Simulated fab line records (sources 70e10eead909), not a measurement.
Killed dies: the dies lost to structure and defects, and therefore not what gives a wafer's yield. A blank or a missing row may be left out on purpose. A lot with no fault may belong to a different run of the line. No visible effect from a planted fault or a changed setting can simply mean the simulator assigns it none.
A lot that was struck, set against a sound lot + flow nand-harc + 17 steps out of a route of 1159
Sound: the wafers L503.1, L503.5, L503.6. The struck wafers were L509.1, L509.4, L509.5. The cause is given at the end.
Order at every step that has rows: each side's tool, ch and its chambers, its first start. Under that, the readings that differ: sound wafers + struck wafers + difference of the means + sigmas: that difference in standard deviations of wafers without a fault.
alike: words and numbers the same on both sides, and readings whose means are apart by under 2 such deviations; not compared: readings that were withheld, readings missing a value for some wafer, numbers with overlapping values and no deviation given by the record, and bounds like >300 which may hide the same value.
The two part at a step that has a row with sigmas, a row that says differs or no value, or rows on one side only. Numbers that have no deviation but don't overlap get no sigmas and don't part them. A reading missing from all wafers of one side parts the sides only when that side holds two or more wafers.

NHARC_P_ZERO_WELL_CD_MEAS_11 targets a cd of 500 nm.
  sound on cd-sem-03 ch 0, day 1 13:07; struck on cd-sem-01 ch 0, day 3 01:14
  alike: cd-nm
then, 1 step without rows for these wafers: NHARC_P_ZERO_WELL_HARDBAKE_12 (time 65 s).
NHARC_P_ZERO_WELL_DESCUM_13: chemistry O2, time 3 s.
  sound on rie-diel-10 ch 2,3, day 1 13:16; struck on rie-diel-05 ch 0,1,2, day 3 01:25
| reading               | sound             | struck            | difference | sigmas |
|-----------------------|-------------------|-------------------|------------|--------|
| oes-product-au (a.u.) | 0.986 0.998 0.990 | 1.009 1.025 1.012 | +0.024     | +3     |
  alike: drypump-motor-current-A, rf-vpp-V, showerhead-plenum-p-Torr, throttle-valve-pct
  not compared: rf-hours-counter-h
NHARC_P_ZERO_WELL_ETCH_65: etches the open film in N2/H2, target depth 80 nm, overetch 24 nm, time 87.88 s.
  sound on rie-diel-10 ch 2,3, day 1 13:22; struck on rie-diel-05 ch 1,3, day 3 01:30
  alike: drypump-motor-current-A, oes-product-au, rf-vpp-V, showerhead-plenum-p-Torr, throttle-valve-pct
  not compared: rf-hours-counter-h
NHARC_P_ZERO_WELL_ETCH_62: etches the open film in CHF3/Ar, target depth 13 nm, time 6.5 s.
  sound: rie-diel-10 ch 0,1,3; struck: rie-diel-05 ch 0,1,3
  alike: drypump-motor-current-A, oes-product-au, rf-vpp-V, showerhead-plenum-p-Torr, throttle-valve-pct
  not compared: rf-hours-counter-h
NHARC_P_ZERO_WELL_ETCH_63: etches the open film in HBr/Cl2, target depth 120 nm, time 40.1 s.
  sound on rie-si-01 ch 0,1, day 1 13:32; struck on rie-si-04 ch 0,3, day 3 01:41
  alike: drypump-motor-current-A, oes-product-au, throttle-valve-pct
  not compared: rf-hours-counter-h
then, 6 steps without rows for these wafers: NHARC_P_ZERO_WELL_STRIP_15 (strips in SPM, time 900 s); NHARC_P_ZERO_WELL_DEHYDRATE_16 (time 120 s); NHARC_P_ZERO_WELL_HMDS_17 (time 30 s); NHARC_P_ZERO_WELL_COAT_18; NHARC_P_ZERO_WELL_SOFTBAKE_19 (time 95 s); NHARC_P_ZERO_WELL_EBR_20.
NHARC_P_ZERO_WELL_EXPOSE_21: exposes mask P NWELL, target cd 720 nm.
  sound on krf-scanner-03 ch 0, day 1 14:18; struck on krf-scanner-03 ch 0, day 3 02:27
| reading | sound                         | struck                        | difference | sigmas |
|---------|-------------------------------|-------------------------------|------------|--------|
| mask    | P_NWELL#0 P_NWELL#0 P_NWELL#0 | P_PWELL#0 P_PWELL#0 P_PWELL#0 | differs    |        |
  alike: stage-vel-mm-s
then, 2 steps without rows for these wafers: NHARC_P_ZERO_WELL_PEB_22 (peb time 85 s); NHARC_P_ZERO_WELL_DEVELOP_23 (time 70 s).
NHARC_P_ZERO_WELL_CD_MEAS_24 targets a cd of 720 nm.
  sound on cd-sem-02 ch 0, day 1 14:28; struck on cd-sem-03 ch 0, day 3 02:37
| reading    | sound             | struck | difference                    | sigmas |
|------------|-------------------|--------|-------------------------------|--------|
| cd-nm (nm) | 717.9 718.2 720.0 | - - -  | no value on the struck wafers |        |
then, 1 step without rows for these wafers: NHARC_P_ZERO_WELL_HARDBAKE_25 (time 80 s).

== WHERE THEY PART ==
Last at NHARC_P_ZERO_WELL_CD_MEAS_24 as far as this record goes, first at NHARC_P_ZERO_WELL_DESCUM_13.

WHY: whatever the simulator had introduced
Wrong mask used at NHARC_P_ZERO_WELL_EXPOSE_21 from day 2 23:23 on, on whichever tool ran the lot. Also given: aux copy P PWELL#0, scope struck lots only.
